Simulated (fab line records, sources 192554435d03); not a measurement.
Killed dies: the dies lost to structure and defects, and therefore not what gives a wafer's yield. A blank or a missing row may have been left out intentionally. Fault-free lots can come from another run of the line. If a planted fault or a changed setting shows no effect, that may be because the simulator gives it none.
The tool behind it: which one? + flow n5-finfet + 24 lots, 72 wafers sampled, at 6 steps of a route of 1938

WHAT THE GAUGES SHOWED, per wafer
Not one reading of a measure or inspect step in the record can be checked against a usual standard deviation.

EACH LOT AND THE TOOL THAT RAN IT (in order: tool; ch and the chambers of the sampled wafers; start)
| lot  | N5_BEOL_M3_SPUTTER_48        | N5_BEOL_M3_SPUTTER_81        | N5_BEOL_M3_ANNEAL_51             | N5_BEOL_M4_ILD_DEP_00           | N5_BEOL_M4_SURFACE_TREAT_85  | N5_BEOL_M4_SPUTTER_86        |
|------|------------------------------|------------------------------|----------------------------------|---------------------------------|------------------------------|------------------------------|
| L074 | pvd-sputter-01, day 7 22:23  | pvd-sputter-01, day 7 22:49  | rtp-anneal-01 ch 0, day 8 00:32  | pecvd-02 ch 0,1,2, day 8 01:31  | pvd-sputter-02, day 8 09:46  | pvd-sputter-02, day 8 10:41  |
| L075 | pvd-sputter-03, day 7 23:16  | pvd-sputter-03, day 7 23:42  | rtp-anneal-01 ch 0, day 8 01:13  | pecvd-02 ch 1,2, day 8 02:08    | pvd-sputter-02, day 8 15:25  | pvd-sputter-02, day 8 16:18  |
| L076 | pvd-sputter-03, day 8 01:19  | pvd-sputter-03, day 8 01:46  | rtp-anneal-02 ch 0, day 8 03:17  | pecvd-02 ch 0,1,2, day 8 04:11  | pvd-sputter-01, day 8 17:07  | pvd-sputter-02, day 8 18:11  |
| L077 | pvd-sputter-03, day 8 11:37  | pvd-sputter-03, day 8 12:03  | rtp-anneal-01 ch 0, day 8 13:37  | pecvd-01 ch 0,1,2, day 8 14:29  | pvd-sputter-03, day 9 14:50  | pvd-sputter-01, day 9 16:02  |
| L078 | pvd-sputter-02, day 8 11:52  | pvd-sputter-02, day 8 12:18  | rtp-anneal-02 ch 0, day 8 13:52  | pecvd-02 ch 0,2, day 8 14:44    | pvd-sputter-03, day 9 17:31  | pvd-sputter-03, day 9 18:29  |
| L079 | pvd-sputter-03, day 8 14:31  | pvd-sputter-03, day 8 14:57  | rtp-anneal-02 ch 0, day 8 16:33  | pecvd-01 ch 0,1,2, day 8 17:23  | pvd-sputter-01, day 9 13:08  | pvd-sputter-01, day 9 14:11  |
| L080 | pvd-sputter-03, day 9 10:55  | pvd-sputter-03, day 9 11:21  | rtp-anneal-02 ch 0, day 9 12:52  | pecvd-01 ch 0,1, day 9 13:47    | pvd-sputter-03, day 10 11:17 | pvd-sputter-02, day 10 12:26 |
| L081 | pvd-sputter-02, day 9 14:25  | pvd-sputter-02, day 9 14:52  | rtp-anneal-01 ch 0, day 9 16:22  | pecvd-02 ch 0,1, day 9 17:17    | pvd-sputter-01, day 10 19:02 | pvd-sputter-01, day 10 21:43 |
| L082 | pvd-sputter-02, day 10 00:16 | pvd-sputter-02, day 10 00:43 | rtp-anneal-01 ch 0, day 10 02:14 | pecvd-01 ch 0,2, day 10 03:08   | pvd-sputter-02, day 10 18:53 | pvd-sputter-02, day 10 20:02 |
| L084 | pvd-sputter-03, day 10 11:20 | pvd-sputter-03, day 10 11:46 | rtp-anneal-01 ch 0, day 10 13:17 | pecvd-01 ch 0,1,2, day 10 14:13 | pvd-sputter-03, day 11 02:54 | pvd-sputter-02, day 11 05:27 |
| L085 | pvd-sputter-01, day 10 14:05 | pvd-sputter-01, day 10 14:31 | rtp-anneal-02 ch 0, day 10 16:02 | pecvd-04 ch 0,1, day 10 16:58   | pvd-sputter-01, day 11 23:08 | pvd-sputter-03, day 12 00:05 |
| L086 | pvd-sputter-03, day 10 14:53 | pvd-sputter-03, day 10 15:19 | rtp-anneal-01 ch 0, day 10 16:50 | pecvd-04 ch 1,2, day 10 17:46   | pvd-sputter-03, day 11 05:55 | pvd-sputter-01, day 11 06:55 |
| L083 | pvd-sputter-01, day 10 15:55 | pvd-sputter-01, day 10 16:22 | rtp-anneal-02 ch 0, day 10 17:53 | pecvd-01 ch 0,1, day 10 18:48   | pvd-sputter-02, day 11 23:59 | pvd-sputter-01, day 12 00:52 |
| L088 | pvd-sputter-03, day 11 03:04 | pvd-sputter-03, day 11 03:30 | rtp-anneal-02 ch 0, day 11 05:01 | pecvd-04 ch 0,1,2, day 11 05:56 | pvd-sputter-01, day 12 04:37 | pvd-sputter-03, day 12 05:42 |
| L087 | pvd-sputter-03, day 11 06:02 | pvd-sputter-03, day 11 06:29 | rtp-anneal-01 ch 0, day 11 07:59 | pecvd-04 ch 0,1,2, day 11 08:55 | pvd-sputter-01, day 12 07:37 | pvd-sputter-01, day 12 08:36 |
| L090 | pvd-sputter-01, day 11 16:29 | pvd-sputter-01, day 11 16:56 | rtp-anneal-01 ch 0, day 11 18:26 | pecvd-01 ch 1,2, day 11 19:31   | pvd-sputter-01, day 12 07:54 | pvd-sputter-01, day 12 10:26 |
| L089 | pvd-sputter-02, day 11 19:37 | pvd-sputter-02, day 11 20:03 | rtp-anneal-02 ch 0, day 11 21:34 | pecvd-02 ch 1,2, day 11 22:29   | pvd-sputter-02, day 12 10:59 | pvd-sputter-03, day 12 11:54 |
| L091 | pvd-sputter-02, day 12 07:41 | pvd-sputter-02, day 12 08:08 | rtp-anneal-02 ch 0, day 12 09:44 | pecvd-02 ch 0,1,2, day 12 10:38 | pvd-sputter-03, day 13 11:13 | pvd-sputter-02, day 13 12:11 |
| L092 | pvd-sputter-02, day 12 11:31 | pvd-sputter-02, day 12 11:57 | rtp-anneal-01 ch 0, day 12 13:28 | pecvd-04 ch 0,1, day 12 14:23   | pvd-sputter-02, day 13 09:31 | pvd-sputter-03, day 13 11:55 |
| L093 | pvd-sputter-01, day 12 23:06 | pvd-sputter-01, day 12 23:32 | rtp-anneal-01 ch 0, day 13 01:08 | pecvd-02 ch 0,2, day 13 05:14   | pvd-sputter-02, day 13 14:02 | pvd-sputter-03, day 13 14:59 |
| L094 | pvd-sputter-01, day 13 00:56 | pvd-sputter-01, day 13 01:23 | rtp-anneal-02 ch 0, day 13 02:57 | pecvd-02 ch 0,1, day 13 05:28   | pvd-sputter-01, day 13 14:11 | pvd-sputter-02, day 13 15:09 |
| L095 | pvd-sputter-02, day 13 06:14 | pvd-sputter-02, day 13 06:41 | rtp-anneal-02 ch 0, day 13 08:29 | pecvd-02 ch 0,1,2, day 13 09:21 | pvd-sputter-02, day 13 22:17 | pvd-sputter-02, day 13 23:14 |
| L096 | pvd-sputter-01, day 13 06:46 | pvd-sputter-01, day 13 07:13 | rtp-anneal-02 ch 0, day 13 08:44 | pecvd-04 ch 0,1,2, day 13 09:45 | pvd-sputter-01, day 14 14:28 | pvd-sputter-01, day 14 15:21 |
| L097 | pvd-sputter-02, day 13 19:10 | pvd-sputter-02, day 13 19:36 | rtp-anneal-02 ch 0, day 13 21:15 | pecvd-04 ch 0,1, day 13 22:07   | pvd-sputter-02, day 14 18:11 | pvd-sputter-01, day 14 19:07 |
- N5_BEOL_M3_SPUTTER_48: material Cu, target thk 4.5 nm, time 8.29 s.
- N5_BEOL_M3_SPUTTER_81: material Cu, target thk 4.5 nm, time 8.29 s.
- N5_BEOL_M3_ANNEAL_51: time 90 s.
- N5_BEOL_M4_ILD_DEP_00: deposits SiOC from DEMS/O2, target thk 79 nm, time 15.3 s.
- N5_BEOL_M4_SURFACE_TREAT_85
- N5_BEOL_M4_SPUTTER_86: material Cu, target thk 4.5 nm, time 8.29 s.

AS READ BY THE TOOLS THEMSELVES (means over the sampled wafers that have a number; for cases with no such wafer, the mark the record gives instead)
N5_BEOL_M3_SPUTTER_48.
| lot  | tool           | throttle-valve-pct (%) |
|------|----------------|------------------------|
| L074 | pvd-sputter-01 | 29.5                   |
| L075 | pvd-sputter-03 | 30.7                   |
| L076 | pvd-sputter-03 | 30.7                   |
| L077 | pvd-sputter-03 | 30.7                   |
| L078 | pvd-sputter-02 | 30.1                   |
| L079 | pvd-sputter-03 | 30.4                   |
| L080 | pvd-sputter-03 | 30.6                   |
| L081 | pvd-sputter-02 | 31.5                   |
| L082 | pvd-sputter-02 | 29.9                   |
| L084 | pvd-sputter-03 | 30.7                   |
| L085 | pvd-sputter-01 | 29.7                   |
| L086 | pvd-sputter-03 | 30.5                   |
| L083 | pvd-sputter-01 | 29.6                   |
| L088 | pvd-sputter-03 | 30.6                   |
| L087 | pvd-sputter-03 | 30.9                   |
| L090 | pvd-sputter-01 | 30.0                   |
| L089 | pvd-sputter-02 | 31.6                   |
| L091 | pvd-sputter-02 | 29.9                   |
| L092 | pvd-sputter-02 | 29.9                   |
| L093 | pvd-sputter-01 | 28.9                   |
| L094 | pvd-sputter-01 | 29.1                   |
| L095 | pvd-sputter-02 | 30.0                   |
| L096 | pvd-sputter-01 | 29.5                   |
| L097 | pvd-sputter-02 | 29.9                   |

N5_BEOL_M3_SPUTTER_81.
| lot  | tool           | throttle-valve-pct (%) |
|------|----------------|------------------------|
| L074 | pvd-sputter-01 | 29.5                   |
| L075 | pvd-sputter-03 | 30.7                   |
| L076 | pvd-sputter-03 | 30.7                   |
| L077 | pvd-sputter-03 | 30.8                   |
| L078 | pvd-sputter-02 | 29.9                   |
| L079 | pvd-sputter-03 | 30.3                   |
| L080 | pvd-sputter-03 | 30.7                   |
| L081 | pvd-sputter-02 | 31.6                   |
| L082 | pvd-sputter-02 | 29.9                   |
| L084 | pvd-sputter-03 | 30.5                   |
| L085 | pvd-sputter-01 | 29.8                   |
| L086 | pvd-sputter-03 | 30.4                   |
| L083 | pvd-sputter-01 | 29.6                   |
| L088 | pvd-sputter-03 | 30.6                   |
| L087 | pvd-sputter-03 | 30.8                   |
| L090 | pvd-sputter-01 | 29.9                   |
| L089 | pvd-sputter-02 | 31.6                   |
| L091 | pvd-sputter-02 | 29.9                   |
| L092 | pvd-sputter-02 | 29.8                   |
| L093 | pvd-sputter-01 | 29.1                   |
| L094 | pvd-sputter-01 | 29.2                   |
| L095 | pvd-sputter-02 | 30.1                   |
| L096 | pvd-sputter-01 | 29.5                   |
| L097 | pvd-sputter-02 | 29.9                   |

N5_BEOL_M3_ANNEAL_51.
| lot  | tool          | wafer_temp_C_max |
|------|---------------|------------------|
| L074 | rtp-anneal-01 | 226.1            |
| L075 | rtp-anneal-01 | 226.0            |
| L076 | rtp-anneal-02 | 226.5            |
| L077 | rtp-anneal-01 | 226.2            |
| L078 | rtp-anneal-02 | 226.7            |
| L079 | rtp-anneal-02 | 226.5            |
| L080 | rtp-anneal-02 | 226.6            |
| L081 | rtp-anneal-01 | 225.6            |
| L082 | rtp-anneal-01 | 226.3            |
| L084 | rtp-anneal-01 | 226.0            |
| L085 | rtp-anneal-02 | 226.3            |
| L086 | rtp-anneal-01 | 225.9            |
| L083 | rtp-anneal-02 | 226.8            |
| L088 | rtp-anneal-02 | 226.3            |
| L087 | rtp-anneal-01 | 226.3            |
| L090 | rtp-anneal-01 | 226.0            |
| L089 | rtp-anneal-02 | 226.5            |
| L091 | rtp-anneal-02 | 226.6            |
| L092 | rtp-anneal-01 | 226.1            |
| L093 | rtp-anneal-01 | 225.9            |
| L094 | rtp-anneal-02 | 226.8            |
| L095 | rtp-anneal-02 | 226.5            |
| L096 | rtp-anneal-02 | 226.7            |
| L097 | rtp-anneal-02 | 226.6            |

N5_BEOL_M4_ILD_DEP_00.
| lot  | tool     | heater-power-w (W) | rf-fwd-power-W (W) | showerhead-plenum-p-Torr (Torr) | throttle-valve-pct (%) |
|------|----------|--------------------|--------------------|---------------------------------|------------------------|
| L074 | pecvd-02 | 462                | 494.9              | 5.695                           | 12.5                   |
| L075 | pecvd-02 | 522                | 494.1              | 5.720                           | 12.6                   |
| L076 | pecvd-02 | 463                | 493.3              | 5.703                           | 12.4                   |
| L077 | pecvd-01 | 396                | 492.0              | 5.688                           | 12.3                   |
| L078 | pecvd-02 | 434                | 491.4              | 5.694                           | 11.8                   |
| L079 | pecvd-01 | 394                | 494.7              | 5.684                           | 12.3                   |
| L080 | pecvd-01 | 367                | 492.2              | 5.696                           | 12.0                   |
| L081 | pecvd-02 | 451                | 496.4              | 5.683                           | 12.8                   |
| L082 | pecvd-01 | 361                | 493.9              | 5.693                           | 12.1                   |
| L084 | pecvd-01 | 411                | 494.0              | 5.697                           | 12.3                   |
| L085 | pecvd-04 | 480                | 494.4              | 5.706                           | 11.9                   |
| L086 | pecvd-04 | 411                | 494.1              | 5.710                           | 12.4                   |
| L083 | pecvd-01 | 418                | 492.6              | 5.686                           | 12.0                   |
| L088 | pecvd-04 | 453                | 494.1              | 5.708                           | 11.9                   |
| L087 | pecvd-04 | 455                | 494.7              | 5.696                           | 12.1                   |
| L090 | pecvd-01 | 368                | 493.3              | 5.697                           | 12.7                   |
| L089 | pecvd-02 | 517                | 491.6              | 5.702                           | 11.8                   |
| L091 | pecvd-02 | 487                | 492.7              | 5.695                           | 12.1                   |
| L092 | pecvd-04 | 485                | 494.8              | 5.709                           | 12.2                   |
| L093 | pecvd-02 | 463                | 490.8              | 5.691                           | 11.4                   |
| L094 | pecvd-02 | 446                | 492.9              | 5.679                           | 12.3                   |
| L095 | pecvd-02 | 499                | 493.5              | 5.691                           | 12.0                   |
| L096 | pecvd-04 | 470                | 492.6              | 5.703                           | 11.9                   |
| L097 | pecvd-04 | 498                | 494.0              | 5.698                           | 11.9                   |

N5_BEOL_M4_SPUTTER_86.
| lot  | tool           | throttle-valve-pct (%) |
|------|----------------|------------------------|
| L074 | pvd-sputter-02 | 30.8                   |
| L075 | pvd-sputter-02 | 29.8                   |
| L076 | pvd-sputter-02 | 30.1                   |
| L077 | pvd-sputter-01 | 30.0                   |
| L078 | pvd-sputter-03 | 30.3                   |
| L079 | pvd-sputter-01 | 29.1                   |
| L080 | pvd-sputter-02 | 30.8                   |
| L081 | pvd-sputter-01 | 30.1                   |
| L082 | pvd-sputter-02 | 30.9                   |
| L084 | pvd-sputter-02 | 30.7                   |
| L085 | pvd-sputter-03 | 30.4                   |
| L086 | pvd-sputter-01 | 30.5                   |
| L083 | pvd-sputter-01 | 29.5                   |
| L088 | pvd-sputter-03 | 30.7                   |
| L087 | pvd-sputter-01 | 30.2                   |
| L090 | pvd-sputter-01 | 29.2                   |
| L089 | pvd-sputter-03 | 30.6                   |
| L091 | pvd-sputter-02 | 30.0                   |
| L092 | pvd-sputter-03 | 30.4                   |
| L093 | pvd-sputter-03 | 30.5                   |
| L094 | pvd-sputter-02 | 30.7                   |
| L095 | pvd-sputter-02 | 29.9                   |
| L096 | pvd-sputter-01 | 30.1                   |
| L097 | pvd-sputter-01 | 29.6                   |

THE ANSWER, worked out from the rows above alone
Rule: usual is defined by the lots themselves. Put in order of their means at a reading, lots are off if they are a third of the lots or fewer, leave a main group of 4 or more, and stand apart from it by a gap of 3 or more times the standard deviation of the main group's means; of several such gaps the widest counts. A main group is skipped when, at the precision printed for the reading in the tables above, its means are all equal. Also off: a lot with no number at a reading for which 4 or more lots have one. Where the step has rows for the other lots, those lots are counted as sound. After the gauges, taken in route order, come the tools' own readings; for these a lot's mean is taken, as printed above. The first step at which some lot is off is used, and at that step the reading that is off furthest; a lot without a number counts as furthest.
Across all readings shown, no lot is off: no conclusion can be drawn from this.

WHAT THE SIMULATOR HAD PUT IN
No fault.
